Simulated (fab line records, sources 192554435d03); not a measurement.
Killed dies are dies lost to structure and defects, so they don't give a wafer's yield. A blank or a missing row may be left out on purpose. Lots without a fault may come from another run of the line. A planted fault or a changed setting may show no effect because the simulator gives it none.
fab line records | flow n5_finfet
record lots=10 wafers=28 last_day=17
route steps=1938 shown HKMG_FIN@388 BEOL_M4@1093
lots that met no fault: from a run of the same line without faults
start_h: hours from the record's first day to the start of the lot's first wafer shown | wait_h: hours since the lot's step before | " the same as in the row above | L1.1+2: a row that stands for several wafers | - no value, or no start given | * or withheld: withheld | < > ~ a bound
route shown NAME@n: a module of which the file shows steps, and the number in the route of the first | usual: mean/standard deviation of fault-free wafers | same: alike in all rows | chamber/n: place in a boat | sites: the reading at each site | _std_site: their standard deviation | _edge_site: outer sites' mean less inner sites' | radius_mm: how far each site lies from the wafer's centre | mask NAME#n: copy n | behind: the tool/chamber that last shaped the wafer | hold: why the lot was held/for how many hours/how that ended | device: the transistor (n, p or np) that didn't switch | end of line: the same wafers' tests at the end of the route | a step without rows: its recipe alone | killed: dies lost to structure and defects at the first sort, not the wafer's yield | map: a wafer's dies, x killed, . not, _ none there
set.NAME: the setting as run; set.NAME@STEP: as run at that earlier step | model.NAME: the simulator's own value behind a step, which no gauge read
steps of the route over a sample of lots; a table a step, a row a wafer
services: from which hour (start_h, from the record's first day; less than 0 if before it) a tool's chamber was out of use, for how many hours, and why
## steps
# step N5_HKMG_FIN_ALD_74
# recipe material=La2O3 target_thk_a=5 temp_c=250 ald_precursor_family=La-Cp ald_co_reactant=O3 pulse_time_s=6 co_reactant_pulse_time_s=1 purge_time_s=3 co_reactant_purge_time_s=3
# usual heater_power_w=358/36 precursor_pulse_height_rel=1.000/0.021
# columns lot.wafer tool chamber start_h wait_h heater_power_w precursor_pulse_height_rel
L889.2 ald_hk-03 2 73.99 0.2 366 0.976
L889.4 " 1 " " 338 1.017
L889.5 " 3 " " 359 1.014
L891.3 ald_hk-02 2 82.95 0.1 340 0.978
L891.5 " 2 " " 339 0.977
L891.6 " 3 " " 324 1.014
L892.2 ald_hk-02 1 88.64 0.2 405 0.983
L892.3 " 0 " " 332 1.019
L892.4 " 3 " " 314 0.975
L893.2 ald_hk-02 1 95.62 0.2 398 1.010
L893.3 " 0 " " 333 0.976
L893.4 " 3 " " 326 1.029
L894.3 ald_hk-02 3 102.54 0.1 308 0.998
L894.6 " 1 " " 394 0.983
L907.2 ald_hk-01 0 184.97 0.2 382 1.036
L907.6 " 1 " " 396 1.037
L909.1 ald_hk-03 2 195.66 0.3 363 1.005
L909.5 " 3 " " 355 1.009
L909.6 " 0 " " 328 0.994
L910.1 ald_hk-02 1 198.24 0.3 411 1.040
L910.2 " 2 " " 347 1.018
L910.5 " 1 " " 405 0.987
L911.2 ald_hk-02 2 208.74 0.3 341 1.039
L911.4 " 0 " " 330 1.010
L911.6 " 0 " " 329 1.003
L912.3 ald_hk-02 0 210.54 0.2 326 0.984
L912.5 " 2 " " 342 0.991
L912.6 " 1 " " 392 0.991
# step N5_BEOL_M4_ANNEAL_89
# recipe temp_c=400 time_s=240 ambient=vacuum
# usual heater_power_w=807/55
# columns lot.wafer tool chamber start_h wait_h heater_power_w
L889.2 pvd_sputter-01 - 172.30 0.0 873
L889.4 " - " " 811
L889.5 " - " " 893
L891.3 pvd_sputter-03 - 174.27 0.0 715
L891.5 " - " " 730
L891.6 " - " " 795
L892.2 pvd_sputter-01 - 189.56 0.0 811
L892.3 " - " " 829
L892.4 " - " " 831
L894.3 pvd_sputter-03 - 193.00 0.0 730
L894.6 " - " " 714
L893.2 pvd_sputter-01 - 193.16 0.0 827
L893.3 " - " " 868
L893.4 " - " " 836
L907.2 pvd_sputter-03 - 282.49 0.0 812
L907.6 " - " " 818
L909.1 pvd_sputter-02 - 285.59 0.0 760
L909.5 " - " " 760
L909.6 " - " " 884
L912.3 pvd_sputter-02 - 304.69 0.0 744
L912.5 " - " " 773
L912.6 " - " " 935
L910.1 pvd_sputter-01 - 304.80 0.0 845
L910.2 " - " " 887
L910.5 " - " " 815
L911.2 pvd_sputter-01 - 309.05 0.0 839
L911.4 " - " " 890
L911.6 " - " " 817
# step N5_BEOL_M4_ANNEAL_91
# recipe temp_c=400 time_s=240 ambient=vacuum
# usual heater_power_w=805/56
# columns lot.wafer tool chamber start_h wait_h heater_power_w
L889.2 pvd_sputter-01 - 172.52 0.0 875
L889.4 " - " " 778
L889.5 " - " " 882
L891.3 pvd_sputter-03 - 174.49 0.0 705
L891.5 " - " " 723
L891.6 " - " " 796
L892.2 pvd_sputter-01 - 189.78 0.0 811
L892.3 " - " " 857
L892.4 " - " " 832
L894.3 pvd_sputter-03 - 193.22 0.0 698
L894.6 " - " " 734
L893.2 pvd_sputter-01 - 193.38 0.0 774
L893.3 " - " " 860
L893.4 " - " " 860
L907.2 pvd_sputter-03 - 282.71 0.0 801
L907.6 " - " " 792
L909.1 pvd_sputter-02 - 285.81 0.0 776
L909.5 " - " " 756
L909.6 " - " " 864
L912.3 pvd_sputter-02 - 304.91 0.0 760
L912.5 " - " " 788
L912.6 " - " " 928
L910.1 pvd_sputter-01 - 305.02 0.0 855
L910.2 " - " " 855
L910.5 " - " " 809
L911.2 pvd_sputter-01 - 309.27 0.0 869
L911.4 " - " " 858
L911.6 " - " " 813
# step N5_BEOL_M4_CMP_52
# recipe stop_on=SiOC t_overpolish_s=6.8 down_force_psi=1 platen_rpm=50 clearing_platen_down_force_psi=1.5 clearing_platen_rpm=50 post_cmp_clean=cu_alkaline target_thk_nm=40 clearing_platen_pad_velocity_m_s=0.99484 pad_velocity_m_s=0.99484
# usual barrier_field_endpoint_s=24.5/0.62 edge_zone_pressure_frac=1.000/0.0048 head_pressure_psi=1.0000/0.0021 motor_current_A=6.2/0.64 overpolish_run_s=6.801/0.0091 pad_life_wafers=1116/580 platen_rpm=49.99/0.03 time_to_endpoint_s=60.7/2.9
# columns lot.wafer tool chamber start_h wait_h barrier_field_endpoint_s edge_zone_pressure_frac head_pressure_psi motor_current_A overpolish_run_s pad_life_wafers platen_rpm time_to_endpoint_s
L889.2 cmp-01 1 173.59 0.2 24.5 0.997 0.9972 5.6 6.805 876 49.97 61.3
L889.4 " 0 " " 24.9 1.000 1.0006 6.6 6.795 879 50.01 60.9
L889.5 " 1 " " 24.8 0.990 0.9985 5.6 6.775 - 49.99 61.4
L891.3 cmp-01 2 175.67 0.3 24.1 1.014 0.9981 6.8 6.805 897 49.98 60.4
L891.6 " 3 " " 25.4 1.003 1.0019 6.7 6.791 - 50.00 63.9
L891.5 " 0 " " 24.8 0.998 0.9981 7.0 6.803 - 49.98 58.7
L892.4 cmp-04 3 191.26 0.1 24.9 1.008 1.0017 6.6 6.794 426 50.00 58.8
L892.2 " 1 " " 24.1 1.002 1.0005 5.0 6.803 428 50.00 58.4
L892.3 " 2 " " 24.9 1.000 1.0004 5.9 6.800 429 50.03 63.0
L894.3 cmp-01 3 194.75 0.3 24.4 0.997 1.0045 6.7 6.799 1062 49.98 62.2
L894.6 " 0 " " 24.3 1.004 1.0027 6.9 6.806 - 49.97 61.0
L893.4 cmp-04 1 195.33 0.2 23.3 1.002 0.9997 5.0 6.794 475 50.02 60.2
L893.3 " 2 " " 24.1 0.996 1.0006 6.4 6.792 476 50.03 57.0
L893.2 " 3 " " 24.4 0.997 1.0023 6.5 6.801 477 50.02 58.9
L907.2 cmp-04 2 283.82 0.2 24.2 1.000 0.9975 6.4 6.811 1411 49.96 63.2
L907.6 " 1 " " 24.0 1.003 0.9997 5.5 6.812 - 50.01 60.5
L909.1 cmp-04 0 286.88 0.3 24.2 0.999 1.0011 5.2 6.804 1440 49.90 53.5
L909.5 " 0 " " 24.1 1.001 0.9985 5.6 6.794 - 50.01 55.2
L909.6 " 1 " " 24.3 1.006 1.0011 5.1 6.811 - 50.01 58.7
L912.3 cmp-02 3 305.98 0.2 24.5 0.994 1.0054 5.3 6.799 174 49.99 62.7
L912.6 " 3 " " 24.2 1.001 1.0047 5.3 6.801 - 49.95 61.7
L912.5 " 0 " " 25.1 1.000 0.9973 6.3 6.803 - 49.89 65.5
L910.2 cmp-04 2 306.09 0.2 24.2 1.011 0.9990 6.0 6.799 1590 49.98 60.5
L910.1 " 0 " " 23.1 0.997 0.9993 5.6 6.803 1592 50.02 52.2
L910.5 " 3 " " 24.4 0.994 0.9991 6.6 6.808 - 49.94 60.5
L911.2 cmp-02 2 310.38 0.2 23.6 1.001 0.9969 7.3 6.789 193 50.00 59.6
L911.4 " 3 " " 24.3 1.007 0.9998 5.1 6.801 194 50.01 61.2
L911.6 " 2 " " 24.2 0.995 0.9985 7.4 6.796 - 49.94 59.3
# step N5_BEOL_M4_RC_MEAS_101
# usual DIBL_N=36.1/2 DIBL_P=36.3/2.4 IOFF_N=0.15/0.035 IOFF_P=0.21/0.039 ION_N=672/15 ION_P=463/9.7 SS_N=71.5/0.7 SS_P=73.2/0.75 VT_N=251/3.6 VT_N_LVT=100/3.6 VT_P=-250/3.8 VT_P_LONG=-275/3.6
# columns lot.wafer tool chamber start_h wait_h DIBL_N[mV/V] DIBL_P[mV/V] IOFF_N[nA/um] IOFF_P[nA/um] ION_N[uA/um] ION_P[uA/um] SS_N[mV/dec] SS_P[mV/dec] VT_N[mV] VT_N_LVT[mV] VT_P[mV] VT_P_LONG[mV]
L889.2 prober-01 0 174.42 0.2 33.8 33.2 0.12 0.18 676 466 70.3 72.8 255 103 -252 -273
L889.4 " 0 " " 35.8 36.5 0.14 0.22 670 468 71.2 73.4 252 101 -247 -275
L889.5 " 0 " " 36.9 37.2 0.15 0.24 669 466 71.5 73.8 253 101 -248 -273
L891.3 prober-01 0 176.51 0.3 32.3 33.3 0.11 0.18 672 481 71.6 72.3 254 103 -248 -271
L891.5 " 0 " " 37.0 38.7 0.19 0.27 694 481 71.2 73.3 247 98 -245 -273
L891.6 " 0 " " 35.8 37.5 0.16 0.25 688 484 71.5 73.6 249 98 -247 -269
L892.2 prober-02 0 192.02 0.2 35.3 37.2 0.12 0.16 675 453 71.4 73.3 253 103 -258 -278
L892.3 " 0 " " 31.4 32.2 0.08 0.11 637 439 69.7 71.6 260 109 -262 -283
L892.4 " 0 " " 32.5 32.9 0.08 0.11 631 434 70.5 72.3 261 110 -262 -283
L894.3 prober-02 0 195.66 0.3 34.6 35.6 0.13 0.20 671 468 71.5 73.2 254 102 -248 -272
L894.6 " 0 " " 35.8 36.7 0.16 0.15 691 459 70.7 74.0 248 85 -259 -284
L893.2 prober-01 0 196.05 0.2 34.1 36.1 0.14 0.13 670 443 71.1 72.7 248 89 -261 -288
L893.3 " 0 " " 37.2 39.6 0.17 0.26 664 463 71.7 73.7 250 100 -250 -277
L893.4 " 0 " " 35.7 36.1 0.15 0.19 660 458 72.0 72.8 251 101 -252 -279
L907.2 prober-02 0 284.55 0.2 40.0 41.2 0.21 0.27 683 461 72.2 74.7 249 95 -249 -279
L907.6 " 0 " " 42.3 42.9 0.26 0.31 692 468 73.1 75.0 243 92 -245 -277
L909.1 prober-02 0 287.61 0.0 36.1 38.5 0.17 0.24 673 474 71.7 74.1 250 98 -250 -275
L909.5 " 0 " " 34.5 35.5 0.14 0.20 666 462 72.0 73.4 250 101 -251 -275
L909.6 " 0 " " 33.7 33.6 0.12 0.17 662 456 71.0 72.7 252 103 -255 -277
L910.1 prober-01 0 306.77 0.0 37.0 37.2 0.18 0.24 672 458 72.1 73.5 248 95 -250 -277
L910.2 " 0 " " 32.3 31.4 0.10 0.15 652 457 70.9 71.8 258 103 -254 -273
L910.5 " 0 " " 34.5 34.8 0.14 0.21 665 458 71.1 72.5 252 99 -249 -276
L912.3 prober-02 0 306.90 0.3 37.6 36.7 0.17 0.24 673 467 71.1 74.5 249 97 -247 -271
L912.5 " 0 " " 35.1 33.4 0.13 0.19 661 461 70.7 72.1 252 100 -249 -271
L912.6 " 0 " " 38.3 38.3 0.19 0.27 701 481 71.2 73.5 247 96 -243 -270
L911.2 prober-01 0 311.10 0.2 36.3 35.1 0.13 0.21 647 451 71.1 72.2 254 104 -247 -277
L911.4 " 0 " " 39.6 39.1 0.19 0.27 680 464 72.3 73.1 246 99 -248 -275
L911.6 " 0 " " 36.0 34.1 0.12 0.19 656 458 71.3 72.6 256 105 -253 -277
## services
# columns tool chamber start_h hours kind
cmp-01 - 52.86 - consumable_replace:conditioner
cmp-01 - 52.86 - consumable_replace:pad
cmp-02 - 59.73 6.5 pm
cmp-04 - 74.21 7.2 pm
cmp-01 - 83.26 0.6 repair
cmp-01 - 101.37 3.6 repair
cmp-04 - 108.73 0.6 repair
pvd_sputter-01 - 113.29 2.6 repair
pvd_sputter-01 - 116.88 4.3 repair
cmp-02 - 118.29 2.6 repair
cmp-04 - 128.38 4.0 pm
cmp-04 - 132.38 - consumable_replace:conditioner
cmp-04 - 132.38 - consumable_replace:pad
cmp-02 - 144.83 5.2 repair
cmp-04 - 177.98 8.8 pm
cmp-01 - 180.63 0.8 repair
cmp-01 - 190.22 0.7 repair
cmp-01 - 232.64 7.4 pm
cmp-02 - 241.29 2.6 repair
ald_hk-02 - 249.70 2.8 pm
cmp-04 - 251.09 0.8 repair
cmp-01 - 252.04 3.5 pm
cmp-02 - 278.69 4.0 pm
cmp-02 - 282.69 - consumable_replace:conditioner
## key
first_sign step=N5_BEOL_M4_RC_MEAS_101 reading=VT_N_LVT direction=down sigmas=3.5 usual=100 struck=87
effect step=N5_BEOL_M4_RC_MEAS_101 reading=VT_P_LONG direction=down sigmas=3.1 usual=-275 struck=-286
effect step=N5_BEOL_M4_RC_MEAS_101 reading=VT_P direction=down sigmas=2.7 usual=-250 struck=-260
met_at N5_HKMG_FIN_ALD_74
struck_lots L893,L894
struck_wafers L893.2,L894.6
not_acting_at N5_BEOL_M4_ANNEAL_89,N5_BEOL_M4_ANNEAL_91,N5_BEOL_M4_CMP_52
onset_between 88.64 95.62
fault kind=process_parameter_drift tool=ald_hk-02 chamber=- onset_h=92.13 steps=N5_HKMG_FIN_ALD_74 channel=target_thk_a offset=* shape=step end_h=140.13 scope=struck_wafers_only acts_in=* stated=*
